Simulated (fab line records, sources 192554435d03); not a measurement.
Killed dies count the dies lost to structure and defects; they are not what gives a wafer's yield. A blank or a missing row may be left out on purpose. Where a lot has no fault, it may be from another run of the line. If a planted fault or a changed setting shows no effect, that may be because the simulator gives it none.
Chamber matching | flow n5-finfet | N5_BEOL_M0_SAQP_ETCH_102 on rie-si-05 has 4 sister chambers
The step etches SiO2 in CF4, target depth 4 nm, time 4.4 s. 22 wafers are shown with their chamber, then 11 later ones without.

== WAFERS WITH THEIR CHAMBER ==
wafer  | chamber | drypump-motor-current-A (A) | throttle-valve-pct (%) | oes-product-au (a.u.)
L075.1 | 1       | 5.7                         | 21.33                  | 0.995
L075.2 | 3       | 6.1                         | 21.43                  | 1.006
L075.3 | 2       | 4.8                         | 21.39                  | 0.989
L075.4 | 0       | 6.0                         | 21.58                  | 0.999
L075.5 | 3       | 6.1                         | 21.41                  | 1.001
L075.6 | 2       | 4.8                         | 21.39                  | 0.994
L080.1 | 3       | 6.1                         | 21.42                  | 1.000
L080.3 | 1       | 5.8                         | 21.35                  | 0.994
L080.5 | 3       | 6.1                         | 21.42                  | 0.999
L081.1 | 1       | 5.8                         | 21.33                  | 1.001
L081.4 | 3       | 6.1                         | 21.43                  | 1.003
L081.6 | 1       | 5.8                         | 21.35                  | 0.997
L083.2 | 2       | 4.9                         | 21.39                  | 0.992
L083.5 | 1       | 5.7                         | 21.34                  | 0.993
L083.6 | 3       | 6.1                         | 21.44                  | 1.005
L085.1 | 0       | 6.0                         | 21.61                  | 0.996
L085.2 | 1       | 5.8                         | 21.34                  | 0.997
L085.3 | 2       | 4.9                         | 21.38                  | 0.996
L085.4 | 3       | 6.1                         | 21.44                  | 1.007
L085.5 | 2       | 4.9                         | 21.40                  | 0.993
L085.6 | 3       | 6.1                         | 21.43                  | 0.998
L089.1 | 1       | 5.7                         | 21.34                  | 0.999

SIGNATURES, as means of the wafers listed above
reading                 | chamber 0 | chamber 1 | chamber 2 | chamber 3 | scatter within a chamber
drypump-motor-current-A | 6.000     | 5.757     | 4.860     | 6.100     | 0.0402
throttle-valve-pct      | 21.5950   | 21.3400   | 21.3900   | 21.4275   | 0.01
oes-product-au          | 0.99750   | 0.99657   | 0.99280   | 1.00238   | 0.00297
Rule: distance of a wafer from a chamber = root of the sum over the readings of ((wafer's reading minus chamber's mean) / reading's scatter) squared. The wafer belongs to the nearest chamber; if the next one is less than 2 further off, it can't be placed. The scatter: the root of (the sum of the squares of (reading less its chamber's mean) over the shown wafers, divided by (wafers less chambers)).

== WAFERS MISSING THEIR CHAMBER ==
wafer  | drypump-motor-current-A (A) | throttle-valve-pct (%) | oes-product-au (a.u.)
L089.2 | 4.8                         | 21.39                  | 0.996
L089.4 | 6.0                         | 21.61                  | 1.001
L091.1 | 4.8                         | 21.40                  | 0.985
L091.4 | 6.1                         | 21.42                  | 0.993
L091.6 | 4.8                         | 21.40                  | 1.005
L093.3 | 4.9                         | 21.42                  | 1.007
L093.4 | 6.0                         | 21.60                  | 1.012
L093.6 | 6.0                         | 21.60                  | 1.001
L094.1 | 5.8                         | 21.33                  | 0.987
L094.4 | 4.8                         | 21.40                  | 0.996
L094.6 | 5.8                         | 21.33                  | 0.987

== WHICH CHAMBER EACH ONE RAN IN ==
wafer  | from the rows above | in truth
L089.2 | 2                   | 2
L089.4 | 0                   | 0
L091.1 | 2                   | 2
L091.4 | 3                   | 3
L091.6 | 2                   | 2
L093.3 | 2                   | 2
L093.4 | 0                   | 0
L093.6 | 0                   | 0
L094.1 | 1                   | 1
L094.4 | 2                   | 2
L094.6 | 1                   | 1
11 of 11 placed correctly. Can't be placed from these rows: 0. 0 placed wrongly.
